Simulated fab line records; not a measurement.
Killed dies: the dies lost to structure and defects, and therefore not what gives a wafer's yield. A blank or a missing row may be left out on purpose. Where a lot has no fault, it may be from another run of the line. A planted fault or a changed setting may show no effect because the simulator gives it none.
fab line records	flow nandHarc
record: lots: 11	wafers: 33	lastDay: 31
route steps=1302 shown A_SLIT@938 A_WL_FILL@968
lots that met no fault: taken from a fault-free run of the same line
startH: the number of hours between the record's first day and the start of the first shown wafer of the lot	waitH: hours from the lot's prior step to this one	" the same as in the row above	L1.1+2: a single row standing in for several wafers	- value missing, or start not given	* or withheld: withheld	< > ~ a bound
route shown NAME@n: NAME is a module with steps in the file, n the number in the route of the first one	usual: average and standard deviation across the fault-free wafers	same: alike in all rows	chamber/n: place in a boat	sites: per-site readings	_std_site: standard deviation across them	_edge_site: inner sites' mean taken away from outer sites' mean	radiusMm: how far each site lies from the wafer's centre	mask NAME#n: copy n	behind: the tool/chamber that last shaped the wafer	hold: why the lot went on hold/how many hours it stayed there/how the hold came to an end	device: the n, p or np transistor that did not switch	end of line: at the end of the route, the tests of the same wafers	step lacking rows: just its recipe	killed: dies lost to structure and defects at the first sort, not the wafer's yield	map: the dies of a wafer, with x for killed, . for not killed, _ for no die there
set.NAME: the setting as run; set.NAME@STEP: as run at that earlier step	model.NAME: the simulator's own value behind a step, which no gauge read
steps of the route over a sample of lots; a table a step, a row a wafer
services: a tool's chamber out of use, with start hour (startH, from the record's first day; less than 0 if before it), hours out, and reason
== steps ==
step: NHARC_A_SLIT_ETCH_15
recipe: targetDepthA: 62000	overEtchFrac: 0.3	timeS: 1612	ionEnergyEv: 150	o2FlowSccm: 400	cosFlowSccm: 20	arFlowSccm: 0	rfW: 500	biasW: 300	chemistry: O2/COS
usual: drypumpMotorCurrentA: 5.8/0.48	oesProductAu: 0.999/0.011	rfVppV: 313.3/1.9	showerheadPlenumPTorr: 3.07/0.12	throttleValvePct: 28.329/0.0086
lot.wafer	tool	chamber	startH	waitH	drypumpMotorCurrentA	oesProductAu	rfHoursCounterH	rfVppV	showerheadPlenumPTorr	throttleValvePct
L321.3	rieDiel-01	0	-	-	6.4	0.992	4.3	314.9	3.18	28.336
L321.2	"	1	"	"	6.2	1.008	4.0	312.0	3.00	28.322
L321.5	"	3	"	"	5.8	0.995	-	314.7	3.14	28.332
L323.3	rieDiel-02	2	-	-	5.4	0.994	1.8	311.7	2.91	28.322
L323.6	"	0	"	"	5.4	0.985	-	314.5	3.04	28.311
L323.5	"	1	"	"	6.3	0.995	-	313.4	3.02	28.328
L324.2	rieDiel-02	0	-	-	5.4	0.977	4.3	315.0	3.04	28.321
L324.4	"	2	"	"	5.4	0.985	3.3	312.1	2.90	28.325
L324.6	"	0	"	"	5.4	0.987	-	312.1	3.04	28.320
L325.3	rieDiel-01	2	-	-	4.9	1.005	5.1	313.7	3.09	28.327
L325.4	"	3	"	"	5.8	0.995	6.0	314.3	3.14	28.322
L325.5	"	2	"	"	4.9	1.006	-	313.3	3.09	28.333
L331.3	rieDiel-09	2	-	-	6.1	1.003	1.5	311.3	2.93	28.313
L331.4	"	1	"	"	6.3	0.970	1.6	316.3	3.28	28.345
L331.6	"	3	"	"	6.3	0.996	-	310.8	2.92	28.333
L330.4	rieDiel-01	3	-	-	5.8	0.993	9.6	314.4	3.14	28.332
L330.2	"	0	"	"	6.4	1.010	9.9	315.1	3.18	28.332
L330.3	"	2	"	"	4.9	1.017	8.9	313.3	3.09	28.332
L334.4	rieDiel-02	3	-	-	5.3	1.006	0.3	315.5	3.26	28.341
L334.3	"	1	"	"	6.3	1.002	0.3	312.7	3.02	28.340
L334.6	"	3	"	"	5.3	1.001	-	316.1	3.26	28.318
L336.3	rieDiel-02	1	-	-	6.3	1.000	0.8	312.7	3.02	28.325
L336.2	"	3	"	"	5.3	1.007	1.3	316.2	3.26	28.335
L336.4	"	1	"	"	6.3	1.003	-	312.4	3.02	28.310
L337.4	rieDiel-01	3	-	-	5.8	0.995	3.6	315.7	3.14	28.321
L337.5	"	0	"	"	6.4	1.014	-	314.3	3.17	28.326
L337.6	"	1	"	"	6.2	0.994	-	310.5	3.00	28.336
L340.1	rieDiel-01	0	-	-	6.4	1.008	5.2	315.5	3.17	28.336
L340.5	"	3	"	"	5.8	0.992	-	315.1	3.14	28.314
L340.6	"	0	"	"	6.4	1.000	-	315.4	3.17	28.319
L339.3	rieDiel-02	2	-	-	5.4	0.998	3.1	310.3	2.90	28.334
L339.4	"	1	"	"	6.3	1.009	4.1	313.0	3.01	28.329
L339.5	"	3	"	"	5.3	1.021	-	316.4	3.26	28.330
step: NHARC_A_SLIT_ETCH_29
recipe: targetDepthA: 1000	overetchA: 100	timeS: 55	ionEnergyEv: 100	cf4FlowSccm: 80	o2FlowSccm: 20	arFlowSccm: 0	rfW: 300	biasW: 100	chemistry: CF4/O2
usual: cf4FlowSccm: 79.98/0.28	drypumpMotorCurrentA: 5.8/0.49	oesProductAu: 1.000/0.012	rfVppV: 197.4/1.4	showerheadPlenumPTorr: 1.31/0.05	throttleValvePct: 13.396/0.0093
lot.wafer	tool	chamber	startH	waitH	cf4FlowSccm	drypumpMotorCurrentA	oesProductAu	rfHoursCounterH	rfVppV	showerheadPlenumPTorr	throttleValvePct
L321.2	rieDiel-01	0	457.40	0.1	79.66	6.4	0.999	5.0	199.3	1.36	13.388
L321.3	"	1	"	"	80.38	6.2	1.005	4.2	195.7	1.28	13.390
L321.5	"	2	"	"	80.02	4.9	1.003	-	197.9	1.32	13.409
L323.3	rieDiel-01	2	466.59	0.1	79.87	4.9	1.009	3.9	198.1	1.32	13.383
L323.6	"	2	"	"	79.67	4.9	1.002	-	197.8	1.32	13.398
L323.5	"	0	"	"	79.54	6.4	0.996	-	198.5	1.36	13.401
L324.4	rieDiel-09	2	495.51	0.1	79.48	6.1	1.016	6.3	193.8	1.25	13.392
L324.2	"	0	"	"	80.02	5.5	0.989	7.2	196.6	1.32	13.396
L324.6	"	3	"	"	80.25	6.3	1.019	-	193.8	1.25	13.401
L325.4	rieDiel-01	1	503.02	0.1	80.13	6.2	0.995	5.8	197.3	1.28	13.403
L325.3	"	2	"	"	80.36	4.9	1.006	6.1	197.2	1.32	13.391
L325.5	"	3	"	"	79.66	5.8	0.993	-	196.9	1.34	13.396
L331.4	rieDiel-01	3	547.13	0.1	80.36	5.8	0.991	10.3	198.9	1.34	13.406
L331.3	"	1	"	"	79.81	6.2	0.992	9.2	196.2	1.28	13.387
L331.6	"	0	"	"	79.96	6.4	1.002	-	198.7	1.36	13.403
L330.4	rieDiel-02	2	547.76	0.1	79.77	5.4	0.997	7.7	196.1	1.24	13.390
L330.2	"	0	"	"	80.29	5.4	0.997	8.5	197.8	1.30	13.413
L330.3	"	1	"	"	79.79	6.3	0.994	8.8	197.2	1.29	13.403
L334.4	rieDiel-09	1	591.92	0.1	80.12	6.3	0.999	4.1	198.9	1.41	13.397
L334.3	"	3	"	"	80.21	6.3	1.012	4.4	196.8	1.24	13.396
L334.6	"	0	"	"	80.22	5.5	0.993	-	196.8	1.31	13.379
L336.3	rieDiel-01	0	595.16	0.1	80.00	6.4	1.002	2.3	198.8	1.36	13.396
L336.4	"	1	"	"	79.73	6.2	1.007	2.4	197.5	1.28	13.397
L336.2	"	3	"	"	80.07	5.8	1.008	2.3	198.1	1.34	13.405
L337.4	rieDiel-01	0	621.73	0.1	79.75	6.4	1.005	4.3	198.1	1.36	13.399
L337.6	"	1	"	"	79.90	6.2	0.999	-	196.7	1.28	13.406
L337.5	"	2	"	"	79.65	4.9	1.023	-	198.6	1.32	13.398
L340.1	rieDiel-02	2	637.40	0.1	80.07	5.4	1.008	4.0	194.5	1.24	13.407
L340.5	"	0	"	"	80.09	5.4	1.005	-	194.8	1.30	13.395
L340.6	"	1	"	"	79.99	6.3	1.015	-	196.2	1.29	13.382
L339.3	rieDiel-01	3	639.54	0.1	80.10	5.8	0.989	5.8	198.2	1.34	13.399
L339.4	"	0	"	"	79.60	6.4	1.004	6.0	197.9	1.36	13.389
L339.5	"	3	"	"	79.92	5.8	0.992	-	198.9	1.34	13.397
step: NHARC_A_WL_FILL_ETCHBACK_17
recipe: targetDepthA: 40	timeS: 26.7	chemistry: Cl2/BCl3
usual: drypumpMotorCurrentA: 5.5/0.34	oesProductAu: 0.996/0.0072	runLengthS: 47.8/0.48
lot.wafer	tool	chamber	startH	waitH	drypumpMotorCurrentA	oesProductAu	rfHoursCounterH	runLengthS
L321.2	rieMetal-02	1	477.78	-	5.5	1.000	0.4	48.5
L321.3	"	0	"	"	5.9	0.992	-	47.7
L321.5	"	0	"	"	5.8	0.998	-	47.6
L323.3	rieMetal-01	0	489.76	-	6.0	1.001	-	47.5
L323.6	"	1	"	"	5.3	0.988	-	47.3
L323.5	"	0	"	"	6.0	1.003	-	47.6
L324.2	rieMetal-03	0	517.42	-	5.2	0.988	2.3	48.1
L324.4	"	0	"	"	5.2	0.977	-	47.7
L324.6	"	1	"	"	5.0	1.007	-	47.1
L325.3	rieMetal-02	0	526.55	-	5.8	0.995	-	47.8
L325.4	"	1	"	"	5.5	0.997	-	48.5
L325.5	"	1	"	"	5.5	1.003	-	48.5
L330.2	rieMetal-03	1	566.98	-	5.0	0.994	0.7	47.2
L330.4	"	1	"	"	5.0	1.001	-	47.1
L330.3	"	0	"	"	5.2	1.003	-	47.8
L331.3	rieMetal-02	1	567.13	-	5.5	0.990	-	48.8
L331.4	"	0	"	"	5.8	0.997	-	47.7
L331.6	"	1	"	"	5.5	0.987	-	48.5
L334.4	rieMetal-01	1	611.65	-	5.3	1.007	-	47.1
L334.3	"	0	"	"	6.0	1.004	-	47.8
L334.6	"	0	"	"	6.1	1.003	-	47.7
L336.2	rieMetal-02	0	614.71	-	5.8	0.991	2.6	47.6
L336.3	"	1	"	"	5.5	0.994	-	48.7
L336.4	"	0	"	"	5.8	0.998	-	48.3
L337.4	rieMetal-01	0	638.47	-	6.0	1.005	-	37.5
L337.6	"	0	"	"	6.0	1.003	-	37.7
L337.5	"	1	"	"	5.3	1.004	-	47.7
L340.1	rieMetal-03	0	656.80	-	5.2	0.991	2.8	47.7
L340.5	"	0	"	"	5.2	1.002	-	47.6
L340.6	"	1	"	"	5.0	0.989	-	47.2
L339.4	rieMetal-01	1	656.88	-	5.3	1.005	-	47.4
L339.3	"	0	"	"	6.0	0.996	-	37.9
L339.5	"	0	"	"	6.0	1.010	-	37.4
step: NHARC_A_WL_FILL_ETCHBACK_26
recipe: targetDepthA: 520	timeS: 13.3	hbrFlowSccm: 150	rfW: 350	icpW: 350	biasW: 60	chemistry: HBr
usual: drypumpMotorCurrentA: 5.5/0.36	oesProductAu: 0.998/0.011	runLengthS: 34.4/0.37	throttleValvePct: 23.266/0.0096
lot.wafer	tool	chamber	startH	waitH	drypumpMotorCurrentA	oesProductAu	rfHoursCounterH	runLengthS	throttleValvePct
L321.3	rieSi-04	3	483.00	0.4	5.2	0.987	1.0	34.5	23.265
L321.2	"	0	"	"	5.7	1.016	0.9	34.0	23.275
L321.5	"	2	"	"	5.0	1.011	-	34.4	23.254
L323.3	rieSi-04	3	496.10	0.4	5.3	0.986	1.1	33.9	23.252
L323.6	"	3	"	"	5.2	0.986	-	34.7	23.265
L323.5	"	0	"	"	5.7	1.015	-	34.0	23.267
L324.2	rieSi-06	0	523.40	0.4	5.1	0.984	0.7	34.3	23.270
L324.4	"	2	"	"	6.1	0.991	0.6	34.5	23.242
L324.6	"	0	"	"	5.1	0.984	-	34.4	23.263
L325.4	rieSi-04	1	531.79	0.4	5.4	1.006	0	33.6	23.262
L325.3	"	3	"	"	5.2	0.988	0	33.9	23.296
L325.5	"	0	"	"	5.7	1.001	-	33.9	23.264
L330.2	rieSi-04	1	572.57	0.4	5.5	1.012	0.4	33.7	23.255
L330.3	"	2	"	"	5.0	1.004	0.3	35.0	23.271
L330.4	"	3	"	"	5.2	0.995	0.4	34.0	23.276
L331.3	rieSi-01	1	572.59	0.4	5.8	1.009	0.1	34.1	23.272
L331.4	"	2	"	"	6.0	0.996	0.1	34.2	23.263
L331.6	"	0	"	"	5.7	0.987	-	35.3	23.285
L334.3	rieSi-06	2	616.76	0.4	6.1	1.001	0.1	34.6	23.251
L334.6	"	1	"	"	5.0	0.985	-	34.2	23.267
L334.4	"	3	"	"	5.7	1.001	-	34.4	23.276
L336.3	rieSi-01	1	619.87	0.4	5.8	1.010	0.5	33.9	23.275
L336.4	"	2	"	"	6.0	0.979	0.5	35.1	23.273
L336.2	"	3	"	"	5.6	0.995	0.4	34.5	23.264
L337.4	rieSi-04	3	643.63	0.4	5.2	1.000	0.8	34.1	23.261
L337.6	"	0	"	"	5.7	0.991	-	34.7	23.271
L337.5	"	1	"	"	5.5	1.003	-	33.6	23.257
L339.3	rieSi-04	3	662.01	0.4	5.2	1.000	0.9	34.5	23.268
L339.4	"	0	"	"	5.7	0.991	1.0	34.0	23.251
L339.5	"	3	"	"	5.2	1.004	-	34.1	23.258
L340.1	rieSi-01	3	662.05	0.4	5.6	0.992	0.8	34.3	23.267
L340.6	"	0	"	"	5.6	0.982	-	34.8	23.282
L340.5	"	1	"	"	5.8	1.005	-	34.0	23.267
== services ==
tool	chamber	startH	hours	kind
rieMetal-02	-	454.02	9.0	pm
rieDiel-01	1	464.60	17.9	repair
rieSi-01	1	482.61	2.0	repair
rieDiel-01	3	494.40	2.5	repair
rieMetal-03	1	495.97	1.7	repair
rieDiel-09	-	497.10	9.0	pm
rieMetal-03	-	519.00	9.0	pm
rieSi-04	-	519.00	9.0	pm
rieDiel-01	0	541.97	4.3	repair
rieSi-01	-	547.00	9.0	pm
rieDiel-01	-	557.99	9.0	pm
rieSi-01	-	558.54	0.5	repair
rieDiel-02	-	570.70	9.0	pm
rieMetal-01	-	575.00	9.0	pm
rieSi-01	-	580.14	0.6	repair
rieDiel-02	2	588.96	2.0	repair
rieMetal-03	1	596.63	6.6	repair
rieDiel-09	0	600.89	9.3	repair
rieDiel-02	2	604.46	4.3	repair
rieDiel-09	1	612.24	3.0	repair
rieDiel-09	3	624.26	5.6	repair
rieMetal-02	-	631.02	9.0	pm
rieSi-04	-	635.13	0.1	repair
rieDiel-02	2	656.46	3.6	repair
== key ==
firstSign: step: NHARC_A_WL_FILL_ETCHBACK_17	reading: runLengthS	direction: down	sigmas: 21	usual: *	struck: *
effect none on later readings
metAt NHARC_A_WL_FILL_ETCHBACK_17
struckLots L337,L339
struckWafers L337.4,L337.6,L339.3,L339.5
testerLeftOut L337,L339
notActingAt NHARC_A_SLIT_ETCH_15,NHARC_A_SLIT_ETCH_29,NHARC_A_WL_FILL_ETCHBACK_26
onsetBetween 611.65 638.47
fault: kind: processParameterDrift	tool: rieMetal-01	chamber: 0	onsetH: 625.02	steps: NHARC_A_WL_FILL_ETCHBACK_17	channel: timeS	offset: *	shape: step	endH: 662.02	actsIn: *	stated: *
testerLeftOut: of these lots the tester's yield and bins aren't shown, on N5 and GAA mostly nor the transistor test; their killed dies are dies lost to structure and defects alone, not to doping, threshold or leakage, so they don't give the yield
